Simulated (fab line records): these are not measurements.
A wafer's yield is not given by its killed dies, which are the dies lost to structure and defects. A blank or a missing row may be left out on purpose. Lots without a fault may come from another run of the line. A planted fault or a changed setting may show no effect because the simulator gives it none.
fab line records    flow nand_harc
record lots=14  wafers=41  last_day=24
route steps=1159 shown A_ZERO_WELL@411 A_ONON_D1@436 A_CHANNEL_HOLE_D1@450 END@1159
lots that met no fault: from a run of the same line without faults
start_h: hours from the record's opening day to when the first of the lot's shown wafers began    wait_h: time in hours since the lot's previous step    " identical to the entry in the row above    L1.1+2: several wafers, shown together as one row    - either no value or no given start    * or withheld: withheld    < > ~ a bound
route shown NAME@n: NAME is a module with steps in the file, n the number in the route of the first one    usual: mean and standard deviation over wafers with no fault    same: alike in all rows    chamber/n: place in a boat    sites: the reading at each site    _std_site: the standard deviation of these    _edge_site: the outer-site mean with the inner-site mean subtracted    radius_mm: for every site, how far away it sits from the centre of the wafer    mask NAME#n: copy n    behind: the most recent tool/chamber to have shaped the wafer    hold: why the lot was held/for how many hours/how that ended    device: whichever transistor did not switch (one of n, p or np)    end of line: the tests these same wafers got at the end of their route    step lacking rows: just its recipe    killed: at the first sort, the dies lost to defects and structure; wafer yield is something else    map: per-die view of a wafer (x killed, . not killed, _ where there is no die)
set.NAME: setting as actually run; set.NAME@STEP: the setting as run at that earlier step    model.NAME: the simulator's own value behind a step, which no gauge read
steps of the route over a sample of lots; a table a step, a row a wafer
services: from which hour (start_h, from the record's first day; less than 0 if before it) a tool's chamber was out of use, for how many hours, and why
## steps
# step NHARC_A_ZERO_WELL_RTA_16
# recipe temp_c=1000  time_s=10
# usual anneal_temp_c_max=1005.2/1.3  lamp_power_pct=32.4/1.4  wafer_temp_C_max=1005.0/2.4
lot.wafer  tool           chamber  start_h  wait_h  anneal_temp_c_max  lamp_power_pct  wafer_temp_C_max
L117.2     rtp_anneal-01  0        137.67   -       1006.8             34.3            1008.1
L117.3     "              0        "        "       1009.0             34.2            1005.6
L117.6     "              0        "        "       1007.1             34.2            1009.1
L119.2     rtp_anneal-02  0        150.36   -       1004.9             31.3            1002.5
L119.5     "              0        "        "       1003.4             31.3            1002.8
L119.6     "              0        "        "       1004.3             31.2            1003.2
L118.3     rtp_anneal-02  0        150.78   -       1004.9             31.2            1003.9
L118.4     "              0        "        "       1003.5             31.3            1004.0
L118.5     "              0        "        "       1003.9             31.3            1003.7
L121.3     rtp_anneal-02  0        157.96   -       1004.2             31.3            1003.2
L121.4     "              0        "        "       1004.0             31.3            1003.9
L121.5     "              0        "        "       1004.5             31.3            1002.1
L120.3     rtp_anneal-02  0        162.72   -       1004.8             31.3            1003.1
L120.5     "              0        "        "       1004.1             31.3            1004.1
L120.6     "              0        "        "       1003.0             31.3            1005.9
L123.1     rtp_anneal-02  0        163.57   -       1004.0             31.3            1003.1
L123.5     "              0        "        "       1004.2             31.3            1004.2
L123.6     "              0        "        "       1004.9             31.3            1003.4
L122.2     rtp_anneal-01  0        164.27   -       1007.1             34.2            1009.6
L122.3     "              0        "        "       1006.7             34.2            1007.9
L122.6     "              0        "        "       1008.0             34.2            1007.1
L126.2     rtp_anneal-01  0        185.05   -       1006.1             34.2            1010.4
L126.3     "              0        "        "       1005.5             34.3            1008.8
L126.4     "              0        "        "       1004.6             34.2            1009.6
L125.2     rtp_anneal-01  0        190.16   -       1006.6             34.2            1010.7
L125.4     "              0        "        "       1005.8             34.2            1005.6
L125.6     "              0        "        "       1006.5             34.3            1008.4
L127.1     rtp_anneal-02  0        199.53   -       1004.7             31.3            1003.0
L127.5     "              0        "        "       1004.8             31.3            1004.2
L127.6     "              0        "        "       1004.6             31.3            1002.4
L128.1     rtp_anneal-01  0        213.08   -       1005.0             34.2            1007.1
L128.5     "              0        "        "       1006.7             34.2            1006.8
L128.6     "              0        "        "       1006.6             34.2            1006.4
L132.2     rtp_anneal-01  0        228.41   -       1006.9             34.2            1009.3
L132.3     "              0        "        "       1008.1             34.2            1008.4
L132.5     "              0        "        "       1005.1             34.2            1007.4
L133.1     rtp_anneal-02  0        235.13   -       1004.8             31.3            1002.8
L133.5     "              0        "        "       1005.7             31.3            1003.7
L137.1     rtp_anneal-02  0        253.90   -       1004.2             31.2            1003.9
L137.3     "              0        "        "       1003.1             31.3            1002.8
L137.5     "              0        "        "       1005.9             31.3            1002.8
# step NHARC_A_ONON_D1_DEP_16
# recipe target_thk_a=10000  n2_flow_sccm=2750  n2o_flow_sccm=2000  nh3_flow_sccm=500  sih4_flow_sccm=210  temp_c=400
lot.wafer   tool           chamber  start_h  wait_h
L117.2+3+6  pecvd_onon-03  0        174.26   0.1
L119.2+5+6  pecvd_onon-02  0        182.46   0.1
L118.3+4+5  pecvd_onon-03  0        182.52   0.2
L123.1+5+6  pecvd_onon-03  0        191.90   0.1
L121.3+4+5  pecvd_onon-02  0        192.02   0.2
L120.3+5+6  pecvd_onon-04  0        192.04   0.2
L122.2+3+6  pecvd_onon-03  0        196.35   0.1
L126.2+3+4  pecvd_onon-02  0        215.48   0.1
L125.2+4+6  pecvd_onon-03  0        221.21   0.1
L127.1+5+6  pecvd_onon-02  0        234.03   0.1
L128.1+5+6  pecvd_onon-02  0        244.60   0.4
L132.2+3+5  pecvd_onon-02  0        261.22   0.1
L133.1+5    pecvd_onon-02  0        264.60   0.1
L137.1+3+5  pecvd_onon-02  0        285.92   0.1
# step NHARC_A_ONON_D1_THK_MEAS_18
# recipe thk_meas_gauge=ellipsometry
# usual thk_nm=1003/9.1
lot.wafer  tool           chamber  start_h  wait_h  thk_nm
L117.2     film_metro-01  -        174.70   -       992
L117.3     "              -        "        "       991
L117.6     "              -        "        "       992
L118.3     film_metro-02  -        182.91   -       985
L118.4     "              -        "        "       984
L118.5     "              -        "        "       984
L119.2     film_metro-01  -        182.91   -       998
L119.5     "              -        "        "       996
L119.6     "              -        "        "       997
L123.1     film_metro-01  -        192.40   -       1010
L123.5     "              -        "        "       1011
L123.6     "              -        "        "       1010
L121.3     film_metro-02  -        192.44   -       1014
L121.4     "              -        "        "       1013
L121.5     "              -        "        "       1012
L120.3     film_metro-01  -        192.44   -       1004
L120.5     "              -        "        "       1004
L120.6     "              -        "        "       1005
L122.2     film_metro-02  -        196.81   -       1009
L122.3     "              -        "        "       1011
L122.6     "              -        "        "       1009
L126.2     film_metro-02  -        215.93   -       992
L126.3     "              -        "        "       993
L126.4     "              -        "        "       992
L125.2     film_metro-01  -        221.67   -       991
L125.4     "              -        "        "       990
L125.6     "              -        "        "       989
L127.1     film_metro-02  -        234.54   -       998
L127.5     "              -        "        "       998
L127.6     "              -        "        "       998
L128.1     film_metro-02  -        245.11   -       998
L128.5     "              -        "        "       1001
L128.6     "              -        "        "       1000
L132.2     film_metro-02  -        261.68   -       1002
L132.3     "              -        "        "       1002
L132.5     "              -        "        "       555
L133.1     film_metro-02  -        265.12   -       1005
L133.5     "              -        "        "       558
L137.1     film_metro-02  -        286.43   -       1008
L137.3     "              -        "        "       1007
L137.5     "              -        "        "       561
# step NHARC_A_ONON_D1_INSPECT_32
# usual raw_defect_count=74/27
lot.wafer  tool               chamber  start_h  wait_h  raw_defect_count
L117.2     defect_inspect-01  -        177.50   0.0     59
L117.3     "                  -        "        "       53
L117.6     "                  -        "        "       40
L118.3     defect_inspect-01  -        185.77   0.0     61
L118.4     "                  -        "        "       107
L118.5     "                  -        "        "       79
L119.2     defect_inspect-02  -        185.92   0.0     27
L119.5     "                  -        "        "       56
L119.6     "                  -        "        "       40
L123.1     defect_inspect-01  -        195.22   0.0     107
L123.5     "                  -        "        "       127
L123.6     "                  -        "        "       152
L120.3     defect_inspect-02  -        195.29   0.0     73
L120.5     "                  -        "        "       78
L120.6     "                  -        "        "       76
L121.3     defect_inspect-01  -        195.33   0.0     52
L121.4     "                  -        "        "       80
L121.5     "                  -        "        "       50
L122.2     defect_inspect-01  -        199.67   0.0     47
L122.3     "                  -        "        "       47
L122.6     "                  -        "        "       52
L126.2     defect_inspect-01  -        218.74   0.0     83
L126.3     "                  -        "        "       80
L126.4     "                  -        "        "       101
L125.2     defect_inspect-02  -        224.56   0.0     76
L125.4     "                  -        "        "       87
L125.6     "                  -        "        "       55
L127.1     defect_inspect-02  -        237.36   0.0     99
L127.5     "                  -        "        "       56
L127.6     "                  -        "        "       92
L128.1     defect_inspect-01  -        247.96   0.0     52
L128.5     "                  -        "        "       57
L128.6     "                  -        "        "       40
L132.2     defect_inspect-02  -        264.51   0.0     95
L132.3     "                  -        "        "       51
L132.5     "                  -        "        "       102
L133.1     defect_inspect-02  -        267.96   0.0     59
L133.5     "                  -        "        "       54
L137.1     defect_inspect-01  -        289.23   0.0     79
L137.3     "                  -        "        "       52
L137.5     "                  -        "        "       128
# step NHARC_A_CHANNEL_HOLE_D1_DEP_00
# recipe target_thk_a=31000  temp_c=400  material=aC
# usual throttle_valve_pct=35.001/0.009
lot.wafer  tool        chamber  start_h  wait_h  throttle_valve_pct
L117.2     acl_dep-01  0        179.72   2.2     34.999
L117.3     "           0        "        "       34.987
L117.6     "           0        "        "       35.000
L118.3     acl_dep-01  0        186.47   0.7     34.997
L118.4     "           0        "        "       35.007
L118.5     "           0        "        "       34.983
L119.2     acl_dep-03  0        186.83   0.9     35.015
L119.5     "           0        "        "       35.004
L119.6     "           0        "        "       34.995
L123.1     acl_dep-03  0        195.29   0.1     35.001
L123.5     "           0        196.56   1.3     34.999
L123.6     "           0        "        "       35.004
L120.3     acl_dep-02  0        196.08   0.8     35.001
L120.5     "           0        "        "       35.000
L120.6     "           0        "        "       35.005
L121.3     acl_dep-01  0        196.41   1.1     35.003
L121.4     "           0        "        "       34.994
L121.5     "           0        "        "       35.002
L122.2     acl_dep-02  0        200.05   0.4     35.000
L122.3     "           0        "        "       34.995
L122.6     "           0        "        "       34.995
L126.2     acl_dep-03  0        219.86   1.1     35.011
L126.3     "           0        "        "       35.002
L126.4     "           0        "        "       34.987
L125.2     acl_dep-02  0        224.94   0.4     35.006
L125.4     "           0        "        "       35.013
L125.6     "           0        "        "       35.003
L127.1     acl_dep-01  0        239.43   2.1     35.019
L127.5     "           0        240.70   3.3     35.002
L127.6     "           0        "        "       35.001
L128.1     acl_dep-01  0        249.07   1.1     35.002
L128.5     "           0        250.36   2.4     35.006
L128.6     "           0        "        "       34.998
L132.2     acl_dep-03  0        265.37   0.9     34.993
L132.3     "           0        "        "       34.996
L133.1     acl_dep-01  0        268.69   0.7     35.012
L137.1     acl_dep-02  0        289.30   0.1     35.019
L137.3     "           0        "        "       34.997
# step NHARC_END_SORT_01
# recipe temp_c=25
# usual killed_at_array=24/7.4  killed_at_other=0.5/0.81  killed_at_periphery=3.4/2.3  killed_dies=28/8  killed_open=3.4/1.8  killed_short=2.0/1.4
# same gross_dies=677
lot.wafer  tool       chamber  start_h  wait_h  killed_at_array  killed_at_other  killed_at_periphery  killed_dies  killed_open  killed_short
L128.1     prober-02  0        524.86   2.5     15               1                0                    16           3            1
L128.5     prober-02  0        528.07   3.7     16               0                1                    17           2            2
L128.6     prober-02  0        528.87   4.0     20               0                1                    21           0            2
L133.1     prober-02  0        538.34   2.5     26               0                5                    31           5            1
L133.5     prober-02  0        541.57   3.7     670              1                6                    677          4            3
L132.2     prober-01  0        546.83   2.8     16               0                3                    19           2            2
L132.3     prober-01  0        547.62   3.1     34               0                1                    35           2            2
L132.5     prober-01  0        549.19   3.6     674              0                3                    677          5            3
L137.1     prober-01  0        561.63   2.5     22               0                4                    26           4            0
L137.3     prober-01  0        563.23   3.1     19               1                3                    23           7            1
L137.5     prober-01  0        564.84   3.7     674              0                3                    677          2            2
# killed by level:class
L128.1 A_CHANNEL_HOLE_D1:chamber_film_flake=6 A_STAIRCASE:chamber_film_flake=3 A_CONTACT:chamber_film_flake=3 A_M0:geometric_particle:open=2 A_CONTACT:geometric_particle:open=1 STARTING-WAFER:geometric_particle:short=1
L128.5 A_CHANNEL_HOLE_D1:chamber_film_flake=9 A_STAIRCASE:chamber_film_flake=3 A_WL_FILL:geometric_particle:short=2 A_CHANNEL_FILL_D1:geometric_particle:open=1 A_M1:geometric_particle:open=1 P_ZERO_WELL:chamber_film_flake=1
L128.6 A_CHANNEL_HOLE_D1:chamber_film_flake=9 A_STAIRCASE:chamber_film_flake=6 A_CONTACT:chamber_film_flake=2 A_CHANNEL_FILL_D1:geometric_particle:short=1 A_M0:geometric_particle:short=1 P_M2:chamber_film_flake=1 A_ZERO_WELL:chamber_film_flake=1
L133.1 A_SLIT:chamber_film_flake=9 A_STAIRCASE:chamber_film_flake=4 A_CONTACT:chamber_film_flake=4 P_GATE:chamber_film_flake=3 A_CONTACT:geometric_particle:open=2 A_BLC:geometric_particle:open=2 A_CHANNEL_HOLE_D1:chamber_film_flake=2 A_M1:chamber_film_flake=2
L133.5 A_ONON_D1:area_dep=643 A_SLIT:chamber_film_flake=15 P_GATE:chamber_film_flake=4 A_STAIRCASE:chamber_film_flake=3 P_M0:geometric_particle:open=2 A_M1:chamber_film_flake=2 A_SOURCE_PLATE:geometric_particle:short=1 A_ONON_D1:geometric_particle:short=1
L132.2 A_CHANNEL_HOLE_D1:chamber_film_flake=7 A_STAIRCASE:chamber_film_flake=3 A_STAIRCASE:geometric_particle:open=2 P_GATE:chamber_film_flake=2 P_CONTACT:geometric_particle:short=1 A_ONON_D1:geometric_particle:short=1 A_CHANNEL_FILL_D1:chamber_film_flake=1 A_CONTACT:chamber_film_flake=1
L132.3 A_CHANNEL_HOLE_D1:chamber_film_flake=26 A_CONTACT:chamber_film_flake=5 P_M0:geometric_particle:open=1 A_ONON_D1:geometric_particle:open=1 A_CHANNEL_FILL_D1:geometric_particle:short=1 A_SGD_CUT:geometric_particle:short=1
L132.5 A_ONON_D1:area_dep=641 A_CHANNEL_HOLE_D1:chamber_film_flake=17 A_STAIRCASE:chamber_film_flake=7 A_CONTACT:chamber_film_flake=4 A_CONTACT:geometric_particle:open=3 P_CONTACT:geometric_particle:open=2 P_M0:geometric_particle:short=1 A_CHANNEL_HOLE_D1:geometric_particle:short=1
L137.1 A_CHANNEL_HOLE_D1:chamber_film_flake=10 A_STAIRCASE:chamber_film_flake=5 A_M0:geometric_particle:open=2 P_CONTACT:chamber_film_flake=2 A_SLIT:chamber_film_flake=2 A_CONTACT:chamber_film_flake=2 P_STI:geometric_particle:open=1 A_CHANNEL_HOLE_D1:geometric_particle:open=1
L137.3 A_CHANNEL_HOLE_D1:chamber_film_flake=5 A_CONTACT:chamber_film_flake=4 A_M0:chamber_film_flake=3 P_CONTACT:geometric_particle:open=2 A_CONTACT:geometric_particle:open=2 A_M0:geometric_particle:open=2 A_SOURCE_PLATE:geometric_particle:open=1 P_CONTACT:chamber_film_flake=1
L137.5 A_ONON_D1:area_dep=653 A_CONTACT:chamber_film_flake=12 P_STI:chamber_film_flake=3 A_CHANNEL_HOLE_D1:chamber_film_flake=3 A_M1:geometric_particle:short=2 A_CONTACT:geometric_particle:open=1 A_M0:geometric_particle:open=1 A_STAIRCASE:chamber_film_flake=1
## services
tool           chamber  start_h  hours  kind
pecvd_onon-03  -        153.16   13.0   pm
acl_dep-02     -        167.65   13.0   pm
acl_dep-03     -        223.87   13.0   pm
pecvd_onon-04  -        237.01   13.0   pm
pecvd_onon-02  -        272.42   1.3    repair
## key
first_sign step=NHARC_A_ONON_D1_THK_MEAS_18  reading=thk_nm  direction=down  sigmas=49  usual=1003  struck=558
effect step=NHARC_END_SORT_01  reading=killed_at_array  direction=up  sigmas=87  usual=24  struck=673
more_kills_born_at NHARC_A_ONON_D1_DEP_16@pecvd_onon-02=1937
met_at NHARC_A_ONON_D1_DEP_16
struck_lots L132,L133,L137
struck_wafers L132.5,L133.5,L137.5
later_rows_left_out L132.5,L133.5,L137.5
tester_left_out L132,L133,L137
not_acting_at NHARC_A_ZERO_WELL_RTA_16,NHARC_A_ONON_D1_INSPECT_32,NHARC_A_CHANNEL_HOLE_D1_DEP_00
onset_between 244.60 261.22
fault kind=process_parameter_drift  tool=pecvd_onon-02  chamber=-  onset_h=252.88  steps=NHARC_A_ONON_D1_DEP_16  channel=target_thk_a  offset=*  shape=step  end_h=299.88  scope=struck_wafers_only  acts_in=*  stated=*
# tester_left_out: of these lots the tester's yield and bins aren't shown, on N5 and GAA mostly nor the transistor test; their killed dies are dies lost to structure and defects alone, not to doping, threshold or leakage, so they don't give the yield
# later_rows_left_out: the simulator's readings of these wafers behind a module that went badly wrong aren't trusted and aren't shown, but for the sort
